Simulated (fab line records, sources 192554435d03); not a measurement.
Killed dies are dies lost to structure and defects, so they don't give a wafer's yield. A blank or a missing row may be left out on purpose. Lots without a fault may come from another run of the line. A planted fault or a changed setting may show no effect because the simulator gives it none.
Which tool did it? | flow n5_finfet | 9 lots, 27 wafers sampled, at 4 steps of a route of 1938

WHAT THE GAUGES READ, wafer by wafer
N5_FIN_CUT_INSPECT_10: inspects for defects (brightfield).
lot  | measured    | on                | raw_defect_count
L705 | day 2 15:04 | defect_inspect-01 | 36 31 37
L709 | day 3 15:00 | defect_inspect-01 | 33 25 53
L711 | day 4 02:43 | defect_inspect-02 | 49 72 66
L713 | day 4 14:37 | defect_inspect-01 | 46 48 31
L714 | day 4 21:16 | defect_inspect-02 | 41 47 40
L717 | day 5 16:05 | defect_inspect-01 | 26 39 31
L718 | day 5 21:17 | defect_inspect-02 | 39 49 39
L721 | day 6 13:46 | defect_inspect-02 | 68 34 338
L726 | day 8 01:12 | defect_inspect-02 | 37 40 43

WHICH TOOL RAN EACH LOT (tool, then ch and the chambers of the sampled wafers, then the start)
lot  | N5_FIN_SAQP_ETCH_67               | N5_FIN_SAQP_RECESS_71             | N5_FIN_SAQP_PRECLEAN_38
L705 | rie_diel-06 ch 0,3, day 2 13:20   | vapor_etch-02 ch 0, day 2 13:26   | wet_bench-01 ch 3,6,7, day 2 14:35
L709 | rie_diel-05 ch 0,1,2, day 3 13:04 | vapor_etch-02 ch 0,1, day 3 13:12 | wet_bench-06 ch 0,1,3, day 3 14:23
L711 | rie_diel-05 ch 0,1,2, day 4 00:56 | vapor_etch-01 ch 0,1, day 4 01:02 | wet_bench-05 ch 0,6,7, day 4 02:14
L713 | rie_diel-06 ch 1,2,3, day 4 12:50 | vapor_etch-01 ch 0,1, day 4 12:56 | wet_bench-06 ch 0,5,7, day 4 14:08
L714 | rie_diel-05 ch 0,1,2, day 4 19:23 | vapor_etch-01 ch 0,1, day 4 19:29 | wet_bench-06 ch 3,6,7, day 4 20:39
L717 | rie_diel-06 ch 1,2, day 5 14:08   | vapor_etch-01 ch 0,1, day 5 14:14 | wet_bench-05 ch 0,3,6, day 5 15:29
L718 | rie_diel-05 ch 2,3, day 5 19:25   | vapor_etch-02 ch 0,1, day 5 19:31 | wet_bench-05 ch 3,5,6, day 5 20:41
L721 | rie_diel-02 ch 0,3, day 6 12:02   | vapor_etch-02 ch 0,1, day 6 12:10 | wet_bench-06 ch 0,3,7, day 6 13:17
L726 | rie_diel-06 ch 0,1,2, day 7 18:33 | vapor_etch-01 ch 0,1, day 7 18:39 | wet_bench-01 ch 0,3,7, day 7 20:13
- N5_FIN_SAQP_ETCH_67: etches SiNx in CH3F/O2, target depth 30 nm.
- N5_FIN_SAQP_RECESS_71: chemistry HF/NH3, target SiO2, target depth 3 nm, afs cycles 1, sublimation time 60 s.
- N5_FIN_SAQP_PRECLEAN_38: cleans in O3/DIW, time 45 s.

THE ANSWER, worked out from the rows above alone
Rule: what is usual is taken from the lots themselves. Put in order of their means at a reading, lots are off if they are a third of the lots or fewer, leave a main group of 4 or more, and stand apart from it by a gap of 3 or more times the standard deviation of the main group's means; of several such gaps the widest counts. A main group whose means are all the same, to the digits that the tables above print for the reading, isn't used. A lot without any number at a reading at which 4 lots or more have one is off too. The other lots that the step has rows for count as sound.
Off: L721, at N5_FIN_CUT_INSPECT_10 (raw_defect_count). The main group: mean 42, standard deviation 8.6.
A tool fits if, at a process step before that reading, it ran every lot that is off, and no sound lot after the first of them. The gauges at N5_FIN_CUT_INSPECT_10 are tried like those tools. Can't be told from this: 3 tools fit, rie_diel-02 at N5_FIN_SAQP_ETCH_67, vapor_etch-02 at N5_FIN_SAQP_RECESS_71, wet_bench-06 at N5_FIN_SAQP_PRECLEAN_38.

WHAT THE SIMULATOR HAD PUT IN
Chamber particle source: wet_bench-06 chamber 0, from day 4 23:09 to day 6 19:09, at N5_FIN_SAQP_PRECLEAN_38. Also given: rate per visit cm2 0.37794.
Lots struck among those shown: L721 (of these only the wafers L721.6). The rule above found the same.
